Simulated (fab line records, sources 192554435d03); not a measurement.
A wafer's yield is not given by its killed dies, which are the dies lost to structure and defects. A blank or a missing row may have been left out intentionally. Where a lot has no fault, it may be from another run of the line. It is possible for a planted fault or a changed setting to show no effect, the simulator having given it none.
fab line records	flow n5-finfet	part 2 of 2: steps 9 to 9 of 9
record lots=7	wafers=21	last-day=16
route steps=1938 shown BEOL_M11@1573 BEOL_M15@1830 PASSIVATION@1936
lots that met no fault: taken from a fault-free run of the same line
start-h: the number of hours between the record's first day and the start of the first shown wafer of the lot	wait-h: time in hours since the lot's previous step	" as in the row above	L1.1+2: several wafers, shown together as one row	- no value, or no start was given	* or withheld: withheld	< > ~ a bound
route shown NAME@n: names a module that has steps shown in the file, with the first one's number in the route	usual: average and standard deviation across the fault-free wafers	same: alike in all rows	chamber/n: place in a boat	sites: readings site by site	_std_site: standard deviation of those values	_edge_site: outer sites' mean less inner sites'	radius-mm: how far each site lies from the wafer's centre	mask NAME#n: copy n	behind: the most recent tool/chamber to have shaped the wafer	hold: why the lot went on hold/how many hours it stayed there/how the hold came to an end	device: whichever transistor did not switch (one of n, p or np)	end of line: the same wafers' tests at the end of the route	step lacking rows: just its recipe	killed: dies lost to structure and defects at the first sort, not the wafer's yield	map: per-die view of a wafer (x killed, . not killed, _ where there is no die)
set.NAME: the setting as run; set.NAME@STEP: as run at that earlier step	model.NAME: the simulator's own value behind a step, which no gauge read
steps of the route over a sample of lots; a table a step, a row a wafer
services: from which hour (start-h, from the record's first day; less than 0 if before it) a tool's chamber was out of use, for how many hours, and why
## steps
# step N5_PASSIVATION_PROBE_49
# usual defect-limited-yield=91.4/1.6	killed_at_M0_to_M3=31/11	killed_at_M4_up=14/5.7	killed-at-contacts=12/6	killed-at-front-end=41/13	killed-at-other=3.3/2.8	killed-dies=101/19	killed-open=67/14	killed-short=33/8.2	sort_bin_4_leakage=0.0/0.37	sort_bin_5_function=5.0/1.1	sort_bin_6_memory=3.3/0.74	sort_bin_8_speed=0.0/0.36	sort-n-pass=1078/20
# same gross-dies=1180	killed-at-back-side=0
lot.wafer	tool	chamber	start-h	wait-h	defect-limited-yield[%]	killed_at_M0_to_M3	killed_at_M4_up	killed-at-contacts	killed-at-front-end	killed-at-other	killed-dies	killed-open	killed-short	sort_bin_4_leakage[%]	sort_bin_5_function[%]	sort_bin_6_memory[%]	sort_bin_8_speed[%]	sort-n-pass
L182.1	prober-02	-	272.04	0.0	91.8	30	5	9	49	4	97	60	36	0	4.5	3.4	0	1083
L182.2	prober-02	-	272.09	0.1	90.7	23	6	10	64	7	110	56	46	0	5.6	3.5	0	1070
L182.4	prober-02	-	272.19	0.2	93.7	12	4	10	46	2	74	45	28	0	2.7	3.3	0	1106
L186.1	prober-02	-	306.35	0.0	91.5	33	3	13	51	0	100	55	45	0	5.0	3.2	0	1080
L186.2	prober-02	-	306.40	0.1	91.9	28	14	15	39	0	96	63	30	0	4.6	3.2	0	1084
L186.4	prober-02	-	306.50	0.2	94.3	23	3	11	29	1	67	44	23	0	2.7	2.6	0	1113
L190.2	prober-01	-	324.61	0.1	91.2	38	14	7	44	1	104	61	42	0	4.4	3.7	0	1076
L190.4	prober-01	-	324.71	0.2	87.9	47	4	14	74	4	143	87	53	0	6.2	5.1	0	1037
L190.5	prober-01	-	324.76	0.2	87.1	43	23	8	77	1	152	100	43	0	7.3	4.8	0	1028
L191.1	prober-02	-	328.45	0.0	92.3	29	20	13	22	7	91	62	27	0	4.7	2.7	0	1089
L191.3	prober-02	-	328.55	0.1	88.9	60	20	13	37	1	131	98	31	0	6.8	4.1	0	1049
L191.5	prober-02	-	328.65	0.2	89.7	48	12	29	21	11	121	75	44	0	5.8	4.1	0	1059
L194.1	prober-02	-	360.26	0.0	90.8	39	8	22	35	5	109	64	45	0	5.7	3.3	0	1071
L194.3	prober-02	-	360.36	0.1	91.3	22	13	23	37	8	103	62	37	0	4.8	3.1	0.1	1077
L194.6	prober-02	-	360.51	0.3	90.9	34	13	17	36	7	107	63	42	0.2	5.5	3.6	0	1071
L196.4	prober-02	-	368.53	0.2	94.1	20	13	8	27	2	70	39	22	0	3.1	1.9	0.6	1110
L196.5	prober-02	-	368.58	0.2	90.8	35	19	31	23	1	109	71	36	0	5.6	3.4	0	1071
L196.6	prober-02	-	368.63	0.3	89.2	48	35	15	29	0	127	89	38	0	7.0	3.5	0	1053
L198.2	prober-02	-	371.72	0.1	91.8	37	14	14	31	1	97	69	26	0	5.3	2.5	0	1083
L198.4	prober-02	-	371.82	0.2	92.2	37	8	13	32	2	92	58	32	0	3.8	3.4	0	1088
L198.5	prober-02	-	371.87	0.2	91.2	37	14	15	37	1	104	80	23	0	4.2	4.2	0	1076
# killed by level:class
L182.1 FIN_SAQP:geometric-particle:short=13 FIN_SAQP:geometric-particle:open=11 BEOL_M3:geometric-particle:open=8 MOL_CONTACT_COAG:geometric-particle:open=8 DUMMY_GATE:geometric-particle:open=6 BEOL_M0_SAQP:geometric-particle:open=5 BEOL_M2:geometric-particle:open=5 ILD0:geometric-particle:short=4
L182.2 FIN_SAQP:geometric-particle:short=13 GATE_CUT:geometric-particle:short=12 FIN_SAQP:geometric-particle:open=11 GATE_CUT:geometric-particle:open=9 DUMMY_GATE:geometric-particle:open=7 MOL_CONTACT_COAG:geometric-particle:open=6 BEOL_M0_SAQP:geometric-particle:short=6 PASSIVATION:area-etch=5
L182.4 FIN_SAQP:geometric-particle:short=16 MOL_CONTACT_COAG:geometric-particle:open=10 FIN_SAQP:geometric-particle:open=8 STI_FIN_REVEAL:geometric-particle:open=4 DUMMY_GATE:geometric-particle:open=4 BEOL_M3:geometric-particle:open=4 DUMMY_GATE:geometric-particle:short=3 GATE_CUT:geometric-particle:short=3
L186.1 FIN_SAQP:geometric-particle:short=12 STI_FIN_REVEAL:geometric-particle:open=12 MOL_CONTACT_COAG:geometric-particle:open=8 BEOL_M2:geometric-particle:open=8 BEOL_M0_SAQP:geometric-particle:short=6 GATE_CUT:geometric-particle:short=6 BEOL_M0_SAQP:geometric-particle:open=6 MOL_CONTACT_COAG:geometric-particle:short=5
L186.2 MOL_CONTACT_COAG:geometric-particle:open=13 BEOL_M1:geometric-particle:open=10 FIN_SAQP:geometric-particle:open=7 BEOL_M4:geometric-particle:open=7 FIN_SAQP:geometric-particle:short=6 STARTING-WAFER:geometric-particle:short=5 STI_FIN_REVEAL:geometric-particle:open=4 DUMMY_GATE:geometric-particle:open=4
L186.4 MOL_CONTACT_COAG:geometric-particle:open=10 BEOL_M3:geometric-particle:open=8 DUMMY_GATE:geometric-particle:open=7 FIN_SAQP:geometric-particle:short=4 BEOL_M0_SAQP:geometric-particle:short=4 STARTING-WAFER:geometric-particle:open=4 STI_FIN_REVEAL:geometric-particle:open=3 GATE_CUT:geometric-particle:short=3
L190.2 FIN_SAQP:geometric-particle:short=14 BEOL_M2:geometric-particle:open=13 FIN_SAQP:geometric-particle:open=7 BEOL_M0_SAQP:geometric-particle:short=7 STI_FIN_REVEAL:geometric-particle:open=6 BEOL_M0_SAQP:geometric-particle:open=6 BEOL_M1:geometric-particle:open=6 MOL_CONTACT_COAG:geometric-particle:open=5
L190.4 FIN_SAQP:geometric-particle:short=28 FIN_SAQP:geometric-particle:open=15 BEOL_M0_SAQP:geometric-particle:open=12 MOL_CONTACT_COAG:geometric-particle:open=11 STI_FIN_REVEAL:geometric-particle:open=10 BEOL_M1:geometric-particle:open=8 BEOL_M0_SAQP:geometric-particle:short=7 BEOL_M0:geometric-particle:open=6
L190.5 STI_FIN_REVEAL:geometric-particle:open=23 FIN_SAQP:geometric-particle:short=14 BEOL_M3:geometric-particle:open=13 BEOL_M0_SAQP:geometric-particle:open=12 BEOL_M5:geometric-particle:open=9 BEOL_M4:geometric-particle:open=7 MOL_CONTACT_COAG:geometric-particle:open=6 HKMG_FIN:area-etch=6
L191.1 BEOL_M4:geometric-particle:open=11 BEOL_M2:geometric-particle:open=10 MOL_CONTACT_COAG:geometric-particle:open=9 BEOL_M0_SAQP:geometric-particle:short=6 BEOL_M0_SAQP:geometric-particle:open=5 BEOL_M7:geometric-particle:open=5 STI_FIN_REVEAL:geometric-particle:open=4 MOL_CONTACT_COAG:geometric-particle:short=4
L191.3 FIN_SAQP:geometric-particle:open=18 BEOL_M1:geometric-particle:open=12 MOL_CONTACT_COAG:geometric-particle:open=11 BEOL_M0_SAQP:geometric-particle:open=10 BEOL_M2:geometric-particle:open=10 BEOL_M3:geometric-particle:open=8 BEOL_M0_SAQP:geometric-particle:short=6 BEOL_M1:geometric-particle:short=6
L191.5 MOL_CONTACT_COAG:geometric-particle:open=25 BEOL_M2:geometric-particle:open=16 BEOL_M2:geometric-particle:short=8 BEOL_M1:geometric-particle:short=7 BEOL_M0_SAQP:geometric-particle:open=5 MOL_CONTACT_COAG:geometric-particle:short=4 BEOL_M0_SAQP:geometric-particle:short=4 STARTING-WAFER:geometric-particle:open=4
L194.1 MOL_CONTACT_COAG:geometric-particle:open=19 BEOL_M0_SAQP:geometric-particle:short=11 FIN_SAQP:geometric-particle:short=10 BEOL_M0_SAQP:geometric-particle:open=10 FIN_SAQP:geometric-particle:open=7 STI_FIN_REVEAL:geometric-particle:open=6 BEOL_M2:geometric-particle:open=6 BEOL_M1:geometric-particle:open=4
L194.3 MOL_CONTACT_COAG:geometric-particle:open=17 FIN_SAQP:geometric-particle:short=12 BEOL_M2:geometric-particle:open=6 MOL_CONTACT_COAG:geometric-particle:short=6 FIN_SAQP:geometric-particle:open=5 SPACER0:geometric-particle:short=5 MIM_TOP:geometric-particle:open=5 BEOL_M0_SAQP:geometric-particle:short=4
L194.6 MOL_CONTACT_COAG:geometric-particle:open=10 BEOL_M1:geometric-particle:open=10 BEOL_M2:geometric-particle:open=10 MOL_CONTACT_COAG:geometric-particle:short=7 STI_FIN_REVEAL:geometric-particle:open=7 FIN_SAQP:geometric-particle:open=6 FIN_SAQP:geometric-particle:short=5 BEOL_M0_SAQP:geometric-particle:short=5
L196.4 MOL_CONTACT_COAG:geometric-particle:open=7 BEOL_M11:area-ecd=7 FIN_SAQP:geometric-particle:short=5 BEOL_M0_SAQP:geometric-particle:open=5 BEOL_M3:geometric-particle:open=5 STI_FIN_REVEAL:geometric-particle:open=4 STARTING-WAFER:geometric-particle:open=4 BEOL_M2:geometric-particle:open=3
L196.5 MOL_CONTACT_COAG:geometric-particle:open=23 MOL_CONTACT_COAG:geometric-particle:short=8 BEOL_M0_SAQP:geometric-particle:open=8 BEOL_M4:geometric-particle:open=8 BEOL_M0_SAQP:geometric-particle:short=7 FIN_SAQP:geometric-particle:open=4 FIN_SAQP:geometric-particle:short=4 STI_FIN_REVEAL:geometric-particle:open=4
L196.6 BEOL_M4:geometric-particle:open=15 BEOL_M2:geometric-particle:open=13 MOL_CONTACT_COAG:geometric-particle:open=11 FIN_SAQP:geometric-particle:short=9 BEOL_M0_SAQP:geometric-particle:short=9 BEOL_M0_SAQP:geometric-particle:open=8 BEOL_M1:geometric-particle:open=7 BEOL_M5:geometric-particle:open=6
L198.2 MOL_CONTACT_COAG:geometric-particle:open=13 BEOL_M2:geometric-particle:open=10 STI_FIN_REVEAL:geometric-particle:open=9 BEOL_M0_SAQP:geometric-particle:open=6 BEOL_M4:geometric-particle:open=6 FIN_SAQP:geometric-particle:open=5 GATE_CUT:geometric-particle:short=4 BEOL_M0_SAQP:geometric-particle:short=4
L198.4 BEOL_M0_SAQP:geometric-particle:open=12 BEOL_M3:geometric-particle:open=10 MOL_CONTACT_COAG:geometric-particle:open=9 BEOL_M0_SAQP:geometric-particle:short=9 STI_FIN_REVEAL:geometric-particle:open=8 FIN_SAQP:geometric-particle:short=4 STI_FIN_REVEAL:geometric-particle:short=4 DUMMY_GATE:geometric-particle:open=4
L198.5 STI_FIN_REVEAL:geometric-particle:open=16 MOL_CONTACT_COAG:geometric-particle:open=14 BEOL_M2:geometric-particle:open=11 FIN_SAQP:geometric-particle:open=7 BEOL_M1:geometric-particle:open=7 BEOL_M0_SAQP:geometric-particle:open=4 BEOL_M2:geometric-particle:short=4 BEOL_M3:geometric-particle:short=4
## services
tool	chamber	start-h	hours	kind
rie-diel-05	2	208.68	3.8	repair
ecd-cu-02	-	210.67	4.5	pm
pecvd-02	-	212.28	0.4	repair
ecd-cu-02	-	219.01	0.9	repair
cmp-03	-	219.65	3.2	repair
rie-diel-05	0	221.63	2.8	repair
cmp-04	-	234.49	4.0	pm
rie-diel-06	1	237.52	-	clean
rie-diel-06	1	237.52	-	consumable-replace:focus-ring
rie-diel-06	1	237.52	21.4	scheduled-down
rie-diel-06	1	237.52	21.4	vent-cycle
cmp-04	-	238.49	-	consumable-replace:conditioner
cmp-04	-	238.49	-	consumable-replace:pad
pecvd-02	-	245.19	5.5	pm
pecvd-01	2	266.03	5.0	scheduled-down
rie-diel-06	3	272.94	8.2	repair
rie-diel-05	2	292.50	6.9	repair
pecvd-02	2	292.67	13.2	repair
cmp-04	-	294.47	5.7	pm
pecvd-01	0	296.42	5.3	repair
cmp-03	-	297.03	4.0	pm
cmp-02	-	313.26	1.4	repair
cmp-03	-	328.25	0.4	repair
cmp-04	-	329.56	1.9	repair
